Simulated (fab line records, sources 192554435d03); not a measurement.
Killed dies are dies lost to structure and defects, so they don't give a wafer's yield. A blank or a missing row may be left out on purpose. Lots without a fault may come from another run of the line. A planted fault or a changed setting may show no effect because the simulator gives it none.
fab line records | flow n5_finfet
record lots=6 wafers=18 last_day=17
route steps=1938 shown WELL_APT@27 BEOL_M4@1111 PASSIVATION@1936
lots that met no fault: from a run of the same line without faults
start_h: hours from the record's first day to the start of the lot's first wafer shown | wait_h: hours since the lot's step before | " the same as in the row above | L1.1+2: a row that stands for several wafers | - no value, or no start given | * or withheld: withheld | < > ~ a bound
route shown NAME@n: a module of which the file shows steps, and the number in the route of the first | usual: mean/standard deviation of fault-free wafers | same: alike in all rows | chamber/n: place in a boat | sites: the reading at each site | _std_site: their standard deviation | _edge_site: outer sites' mean less inner sites' | radius_mm: how far each site lies from the wafer's centre | mask NAME#n: copy n | behind: the tool/chamber that last shaped the wafer | hold: why the lot was held/for how many hours/how that ended | device: the transistor (n, p or np) that didn't switch | end of line: the same wafers' tests at the end of the route | a step without rows: its recipe alone | killed: dies lost to structure and defects at the first sort, not the wafer's yield | map: a wafer's dies, x killed, . not, _ none there
set.NAME: the setting as run; set.NAME@STEP: as run at that earlier step | model.NAME: the simulator's own value behind a step, which no gauge read
lots at some steps of the route; a table a step, a row a wafer
services: from which hour (start_h, from the record's first day; less than 0 if before it) a tool's chamber was out of use, for how many hours, and why
## steps
# step N5_WELL_APT_HARDBAKE_12
# recipe temp_c=130 time_s=120
# step N5_WELL_APT_CD_MEAS_08
# recipe target_cd_nm=200 landing_energy_ev=500 detector=se_inlens
# usual cd_nm=199.4/2.1
# columns lot.wafer tool chamber start_h wait_h cd_nm
L456.2 cd_sem-01 0 13.63 - 202.5
L456.3 " 0 " " 203.3
L456.4 " 0 " " 201.1
L459.2 cd_sem-02 0 31.56 - 199.7
L459.4 " 0 " " 200.3
L459.5 " 0 " " 199.6
L466.2 cd_sem-02 0 73.68 - 200.2
L466.3 " 0 " " 200.2
L466.5 " 0 " " 199.6
L468.4 cd_sem-01 0 85.69 - 197.0
L468.5 " 0 " " 197.2
L468.6 " 0 " " 197.7
L470.2 cd_sem-01 0 97.70 - 202.7
L470.4 " 0 " " 201.3
L470.6 " 0 " " 198.2
L475.1 cd_sem-01 0 127.96 - 199.6
L475.2 " 0 " " 200.1
L475.3 " 0 " " 201.1
# step N5_WELL_APT_OVL_MEAS_09
# recipe points_per_wafer=44
# usual NWELL_OVL=1/5.6
# columns lot.wafer tool chamber start_h wait_h NWELL_OVL[nm]
L456.2 overlay-02 0 13.66 0.0 6
L456.3 " 0 " " 8
L456.4 " 0 " " 2
L459.2 overlay-02 0 31.59 0.0 8
L459.4 " 0 " " 4
L459.5 " 0 " " 4
L466.2 overlay-02 0 73.71 0.0 -5
L466.3 " 0 " " 3
L466.5 " 0 " " -3
L468.4 overlay-02 0 85.71 0.0 -7
L468.5 " 0 " " 5
L468.6 " 0 " " -1
L470.2 overlay-02 0 97.73 0.0 -1
L470.4 " 0 " " 3
L470.6 " 0 " " -3
L475.1 overlay-01 0 127.99 0.0 4
L475.2 " 0 " " 1
L475.3 " 0 " " 5
# step N5_WELL_APT_INSPECT_10
# recipe mode=adi inspect_instrument=macro
# usual raw_defect_count=2.1/1.3
# columns lot.wafer tool chamber start_h wait_h raw_defect_count
L456.2 defect_inspect-02 - 13.68 0.0 2
L456.3 " - " " 0
L456.4 " - " " 2
L459.2 defect_inspect-02 - 31.62 0.0 5
L459.4 " - " " 2
L459.5 " - " " 1
L466.2 defect_inspect-01 - 73.73 0.0 1
L466.3 " - " " 2
L466.5 " - " " 3
L468.4 defect_inspect-01 - 85.74 0.0 4
L468.5 " - " " 3
L468.6 " - " " 3
L470.2 defect_inspect-02 - 97.75 0.0 5
L470.4 " - " " 1
L470.6 " - " " 3
L475.1 defect_inspect-01 - 128.01 0.0 1
L475.2 " - " " 1
L475.3 " - " " 2
# step N5_WELL_APT_DESCUM_13
# recipe chemistry=O2 time_s=7.9 source_power_w=50 bias_power_w=20 pressure_mtorr=20 rf_frequency_hz=2.712e+07 temp_c=40 o2_flow_sccm=225
# usual chamber_pressure_mTorr=19.998/0.018 drypump_motor_current_A=5.6/0.51 oes_product_au=0.78/0.082 rf_vpp_V=243.5/1.1 showerhead_plenum_p_Torr=2.12/0.062 throttle_valve_pct=20.4/0.33
# same time_s=7.9
# columns lot.wafer tool chamber start_h wait_h chamber_pressure_mTorr drypump_motor_current_A oes_product_au rf_hours_counter_h rf_vpp_V showerhead_plenum_p_Torr throttle_valve_pct
L456.2 rie_diel-02 3 13.71 0.0 19.990 5.3 0.71 196 244.3 2.18 20.8
L456.3 " 1 " " 20.017 5.7 0.84 75 243.0 2.14 20.7
L456.4 " 2 " " 19.997 5.1 0.75 136 244.3 2.19 20.5
L459.2 rie_diel-02 1 31.65 0.0 20.015 5.8 0.83 82 243.1 2.14 20.7
L459.4 " 3 " " 19.981 5.3 0.71 200 244.4 2.18 20.8
L459.5 " 3 " " 20.032 5.3 0.71 - 243.5 2.18 20.8
L466.2 rie_diel-02 3 74.00 0.3 19.998 5.3 0.70 213 243.0 2.17 20.8
L466.3 " 0 " " 20.008 6.1 0.73 179 244.0 2.19 20.9
L466.5 " 3 " " 19.987 5.3 0.70 - 245.0 2.17 20.8
L468.4 rie_diel-02 2 85.78 0.0 19.986 5.1 0.72 162 246.4 2.18 20.6
L468.5 " 0 " " 19.982 6.2 0.72 - 244.2 2.19 20.9
L468.6 " 3 " " 19.979 5.3 0.69 - 244.8 2.17 20.8
L470.2 rie_diel-05 1 97.79 0.0 20.023 4.9 0.73 157 242.2 2.09 20.1
L470.4 " 0 " " 20.027 6.3 0.83 90 243.1 1.99 20.0
L470.6 " 1 " " 19.977 4.9 0.73 - 241.9 2.09 20.1
L475.1 rie_diel-05 2 128.12 0.1 20.021 5.9 0.87 38 241.4 2.05 20.2
L475.2 " 3 " " 19.978 5.6 0.70 218 244.7 2.17 20.5
L475.3 " 1 " " 19.999 4.9 0.73 166 242.6 2.09 20.2
# step N5_WELL_APT_IMPLANT_14
# recipe species=P energy_kev=160 dose_cm2=1.5e+13 tilt_deg=0 rotation_deg=0
# step N5_WELL_APT_IMPLANT_15
# recipe species=As energy_kev=25 dose_cm2=1.5e+13 tilt_deg=0 rotation_deg=0
# step N5_WELL_APT_STRIP_16
# recipe chemistry=SPM time_s=900 temp_c=130 h2so4_h2o2_vol_ratio=4 dry=ipa_marangoni
# step N5_WELL_APT_HMDS_18
# recipe time_s=60 temp_c=120
# step N5_WELL_APT_COAT_19
# recipe spin_rpm=1357 resist_thk_nm=950
# step N5_WELL_APT_EBR_21
# recipe solvent=PGMEA ebr_width_mm=1.5
# step N5_WELL_APT_SOFTBAKE_20
# recipe temp_c=130 time_s=60
# step N5_WELL_APT_EXPOSE_22
# recipe mask_id=PWELL na=0.8 source_shape=conventional sigma_outer=0.8 polarization=unpolarized defocus_nm=0 target_cd_nm=200 dose_mj=23.2
# usual exposure_dose_mJ_cm2=23.184/0.024
# same sigma_outer=0.8
# columns lot.wafer tool chamber start_h wait_h mask exposure_dose_mJ_cm2
L456.2 krf_scanner-01 0 14.72 - PWELL#0 23.224
L456.3 " 0 " " PWELL#0 23.213
L456.4 " 0 " " PWELL#0 23.252
L459.2 krf_scanner-01 0 32.65 - PWELL#0 23.162
L459.4 " 0 " " PWELL#0 23.182
L459.5 " 0 " " PWELL#0 23.175
L466.2 krf_scanner-01 0 74.88 - PWELL#0 23.194
L466.3 " 0 " " PWELL#0 23.254
L466.5 " 0 " " PWELL#0 23.212
L468.4 krf_scanner-01 0 86.81 - PWELL#0 23.176
L468.5 " 0 " " PWELL#0 23.153
L468.6 " 0 " " PWELL#0 23.183
L470.2 krf_scanner-02 0 98.65 - PWELL#0 23.162
L470.4 " 0 " " PWELL#0 23.181
L470.6 " 0 " " PWELL#0 23.185
L475.1 krf_scanner-02 0 129.36 - PWELL#0 23.160
L475.2 " 0 " " PWELL#0 23.174
L475.3 " 0 " " PWELL#0 23.193
# step N5_WELL_APT_PEB_23
# recipe peb_temp_c=130 peb_time_s=90
# step N5_WELL_APT_DEVELOP_24
# recipe develop_time_s=45 rinse_liquid=surfactant_rinse dry=air_spin dev_temp_c=21
# step N5_WELL_APT_HARDBAKE_29
# recipe temp_c=130 time_s=120
# step N5_WELL_APT_CD_MEAS_25
# recipe target_cd_nm=200 landing_energy_ev=500 detector=se_inlens
# usual cd_nm=200.2/2.6
# columns lot.wafer tool chamber start_h wait_h cd_nm
L456.2 cd_sem-02 0 14.89 - 198.1
L456.3 " 0 " " 199.4
L456.4 " 0 " " 200.3
L459.2 cd_sem-02 0 32.81 - 202.6
L459.4 " 0 " " 202.3
L459.5 " 0 " " 202.6
L466.2 cd_sem-02 0 75.05 - 184.9
L466.3 " 0 " " 203.7
L466.5 " 0 " " 200.0
L468.4 cd_sem-01 0 86.96 - 203.5
L468.5 " 0 " " 203.4
L468.6 " 0 " " 187.1
L470.2 cd_sem-01 0 98.82 - 195.9
L470.4 " 0 " " 194.7
L470.6 " 0 " " 198.3
L475.1 cd_sem-02 0 129.53 - 202.4
L475.2 " 0 " " 201.0
L475.3 " 0 " " 197.8
# step N5_WELL_APT_OVL_MEAS_26
# recipe points_per_wafer=44
# usual PWELL_OVL=0/5.6
# columns lot.wafer tool chamber start_h wait_h PWELL_OVL[nm]
L456.2 overlay-02 0 14.92 0.0 7
L456.3 " 0 " " 1
L456.4 " 0 " " 3
L459.2 overlay-02 0 32.84 0.0 1
L459.4 " 0 " " 5
L459.5 " 0 " " 0
L466.2 overlay-01 0 75.08 0.0 -2
L466.3 " 0 " " 3
L466.5 " 0 " " 2
L468.4 overlay-02 0 86.99 0.0 -9
L468.5 " 0 " " 4
L468.6 " 0 " " 0
L470.2 overlay-01 0 98.85 0.0 -1
L470.4 " 0 " " 1
L470.6 " 0 " " 4
L475.1 overlay-01 0 129.56 0.0 5
L475.2 " 0 " " -8
L475.3 " 0 " " -3
# step N5_WELL_APT_INSPECT_27
# recipe mode=adi inspect_instrument=macro
# usual raw_defect_count=1.9/1.5
# columns lot.wafer tool chamber start_h wait_h raw_defect_count
L456.2 defect_inspect-02 - 14.94 0.0 2
L456.3 " - " " 6
L456.4 " - " " 0
L459.2 defect_inspect-01 - 32.87 0.0 2
L459.4 " - " " 3
L459.5 " - " " 1
L466.2 defect_inspect-02 - 75.11 0.0 4
L466.3 " - " " 1
L466.5 " - " " 3
L468.4 defect_inspect-01 - 87.02 0.0 0
L468.5 " - " " 1
L468.6 " - " " 3
L470.2 defect_inspect-02 - 98.87 0.0 2
L470.4 " - " " 0
L470.6 " - " " 5
L475.1 defect_inspect-01 - 129.58 0.0 0
L475.2 " - " " 1
L475.3 " - " " 3
# step N5_WELL_APT_DESCUM_30
# recipe chemistry=O2 time_s=7.9 source_power_w=50 bias_power_w=20 pressure_mtorr=20 rf_frequency_hz=2.712e+07 temp_c=40 o2_flow_sccm=225
# usual chamber_pressure_mTorr=20.000/0.019 drypump_motor_current_A=5.6/0.5 oes_product_au=0.77/0.078 rf_vpp_V=243.7/1.1 showerhead_plenum_p_Torr=2.13/0.061 throttle_valve_pct=20.4/0.33
# same time_s=7.9
# columns lot.wafer tool chamber start_h wait_h chamber_pressure_mTorr drypump_motor_current_A oes_product_au rf_hours_counter_h rf_vpp_V showerhead_plenum_p_Torr throttle_valve_pct model.WELL_APT.cd_nm
L456.2 rie_diel-05 0 14.98 0.0 19.992 6.3 0.86 64 241.5 2.00 20.0 198
L456.3 " 3 " " 20.007 5.6 0.72 183 244.0 2.19 20.5 199.8
L456.4 " 3 " " 20.015 5.6 0.72 - 243.1 2.19 20.5 200.3
L459.2 rie_diel-05 2 32.90 0.0 19.984 5.9 0.95 5 243.5 2.06 20.2 202.8
L459.4 " 3 " " 20.025 5.6 0.72 190 244.3 2.18 20.5 202.4
L459.5 " 2 " " 20.004 5.9 0.94 - 243.5 2.06 20.2 202.8
L466.2 rie_diel-05 0 75.72 0.6 19.995 6.3 0.83 85 242.5 1.99 20.0 184.5
L466.3 " 2 " " 20.013 5.9 0.90 22 242.1 2.06 20.2 203.9
L466.5 " 2 " " 20.005 5.9 0.90 - 242.5 2.06 20.2 200.6
L468.4 rie_diel-06 2 87.05 0.0 20.007 5.4 0.69 231 245.7 2.16 20.6 203.2
L468.5 " 0 " " 19.997 5.3 0.77 - 243.6 2.15 20.4 203
L468.6 " 1 " " 20.006 6.5 0.90 - 242.8 2.13 20.0 187.7
L470.2 rie_diel-06 2 98.91 0.0 19.986 5.4 0.69 235 245.0 2.16 20.6 196.2
L470.4 " 1 " " 20.019 6.5 0.89 49 243.6 2.13 19.9 195.1
L470.6 " 1 " " 20.024 6.4 0.88 - 243.7 2.13 19.9 198.9
L475.1 rie_diel-05 1 129.62 0.0 19.970 4.9 0.72 167 242.5 2.09 20.2 202.1
L475.2 " 0 " " 19.978 6.3 0.81 100 242.2 1.99 20.0 200.5
L475.3 " 3 " " 20.006 5.6 0.70 218 242.8 2.17 20.5 197.9
# step N5_WELL_APT_IMPLANT_31
# recipe species=B energy_kev=60 dose_cm2=1.5e+13 tilt_deg=0 rotation_deg=0
# step N5_BEOL_M4_RC_MEAS_101
# usual DIBL_N=36.5/2.2 DIBL_P=36.9/2.9 IOFF_N=0.17/0.044 IOFF_P=0.22/0.052 ION_N=671/16 ION_P=461/10 SS_N=71.6/0.73 SS_P=73.5/0.79 VT_N=250/4.1 VT_P=-250/4.1
# columns lot.wafer tool chamber start_h wait_h DIBL_N[mV/V] DIBL_P[mV/V] IOFF_N[nA/um] IOFF_P[nA/um] ION_N[uA/um] ION_P[uA/um] SS_N[mV/dec] SS_P[mV/dec] VT_N[mV] VT_P[mV]
L456.2 prober-01 0 178.79 0.2 33.2 33.3 0.11 0.14 671 456 70.3 72.2 254 -258
L456.3 " 0 " " 31.7 33.4 0.09 0.14 645 451 69.8 72.1 259 -257
L456.4 " 0 " " 34.6 33.1 0.12 0.13 650 444 71.3 72.3 257 -260
L459.2 prober-01 0 207.15 0.2 35.7 35.7 0.15 0.22 662 462 70.8 73.3 251 -251
L459.4 " 0 " " 37.2 37.0 0.17 0.24 678 467 71.6 73.2 250 -248
L459.5 " 0 " " 36.6 36.8 0.17 0.23 672 456 71.5 73.6 248 -251
L466.2 prober-02 0 252.93 0.2 39.9 42.9 0.25 0.29 687 461 72.6 75.1 242 -247
L466.3 " 0 " " 32.7 32.2 0.11 0.14 681 461 70.8 72.2 253 -256
L466.5 " 0 " " 36.3 38.0 0.16 0.20 672 455 71.3 74.1 249 -251
L468.4 prober-02 0 259.03 0.5 38.6 40.0 0.23 0.27 699 472 72.3 73.7 245 -246
L468.5 " 0 " " 37.7 37.5 0.20 0.23 671 457 72.1 74.2 247 -246
L468.6 " 0 " " 38.1 40.1 0.22 0.29 689 473 71.1 74.0 245 -243
L470.2 prober-02 0 268.72 0.2 38.8 40.6 0.19 0.26 666 463 71.6 74.2 248 -248
L470.4 " 0 " " 34.5 34.9 0.13 0.18 662 460 71.5 73.4 253 -252
L470.6 " 0 " " 34.7 35.1 0.12 0.18 662 455 71.3 73.3 254 -257
L475.1 prober-02 0 296.85 0.0 38.8 40.5 0.21 0.25 686 460 72.5 73.7 245 -250
L475.2 " 0 " " 36.8 38.2 0.19 0.23 680 465 71.8 73.5 244 -248
L475.3 " 0 " " 37.6 38.7 0.19 0.23 680 464 71.8 73.1 246 -248
# step N5_PASSIVATION_PROBE_49
# usual defect_limited_yield=91.3/1.4 killed_at_M0_to_M3=36/10 killed_at_M4_up=13/5.4 killed_at_contacts=12/5.3 killed_at_front_end=39/10 killed_at_other=3.2/2.7 killed_dies=103/16 killed_open=68/13 killed_short=33/6.6 sort_bin_5_function=5.1/0.92 sort_bin_6_memory=3.3/0.68 sort_bin_8_speed=0.1/0.41 sort_n_pass=1077/17 sort_yield_pct=91.2/1.4
# same gross_dies=1180 killed_at_back_side=0 sort_bin_4_leakage[%]=0
# columns lot.wafer tool chamber start_h wait_h defect_limited_yield[%] killed_at_M0_to_M3 killed_at_M4_up killed_at_contacts killed_at_front_end killed_at_other killed_dies killed_open killed_short sort_bin_5_function[%] sort_bin_6_memory[%] sort_bin_8_speed[%] sort_n_pass sort_yield_pct[%]
L468.5 prober-01 - 365.81 0.4 89.7 53 20 21 26 2 122 74 45 5.9 4.1 0 1058 89.7
# killed by level:class
L468.5 BEOL_M0_SAQP:geometric_particle:short=15 MOL_CONTACT_COAG:geometric_particle:open=12 FIN_SAQP:geometric_particle:open=11 BEOL_M0_SAQP:geometric_particle:open=11 BEOL_M3:geometric_particle:open=10 MOL_CONTACT_COAG:geometric_particle:short=9 BEOL_M2:geometric_particle:open=8 BEOL_M4:geometric_particle:open=6
## services
# columns tool chamber start_h hours kind
rie_diel-06 3 -7.24 15.3 repair
rie_diel-05 2 0.09 - clean
rie_diel-05 2 0.09 - consumable_replace:focus_ring
rie_diel-05 2 0.09 17.7 scheduled_down
rie_diel-05 2 0.09 17.7 vent_cycle
rie_diel-05 - 5.20 0.2 repair
krf_scanner-02 - 11.82 1.0 pm
krf_scanner-02 - 23.55 3.6 pm
rie_diel-02 3 24.79 6.3 repair
rie_diel-05 3 39.99 7.1 repair
rie_diel-02 3 42.32 4.4 repair
rie_diel-06 - 46.53 2.8 pm
krf_scanner-02 - 47.28 1.3 pm
krf_scanner-01 - 54.76 0.3 repair
krf_scanner-01 - 61.58 1.3 pm
krf_scanner-02 - 67.38 4.4 pm
krf_scanner-01 0 72.59 - calibration
krf_scanner-01 - 79.14 2.7 repair
rie_diel-06 3 89.22 5.0 repair
krf_scanner-01 - 106.23 0.8 pm
krf_scanner-02 - 110.57 0.8 pm
krf_scanner-01 - 111.39 0.2 repair
krf_scanner-02 - 116.33 7.2 pm
rie_diel-05 1 121.32 1.8 repair
## key
first_sign step=N5_WELL_APT_CD_MEAS_25 reading=cd_nm direction=down sigmas=5.4 usual=200.2 struck=186.0
effect none on later readings
model_effect step=N5_WELL_APT_DESCUM_30 value=WELL_APT.cd_nm without=202.7 struck=186.1
met_at N5_WELL_APT_EXPOSE_22
struck_wafers L466.2,L468.6
onset_between 32.65 74.88
fault kind=process_parameter_drift tool=krf_scanner-01 chamber=- onset_h=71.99 steps=N5_WELL_APT_EXPOSE_22 channel=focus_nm offset=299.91 shape=step end_h=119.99 scope=struck_wafers_only
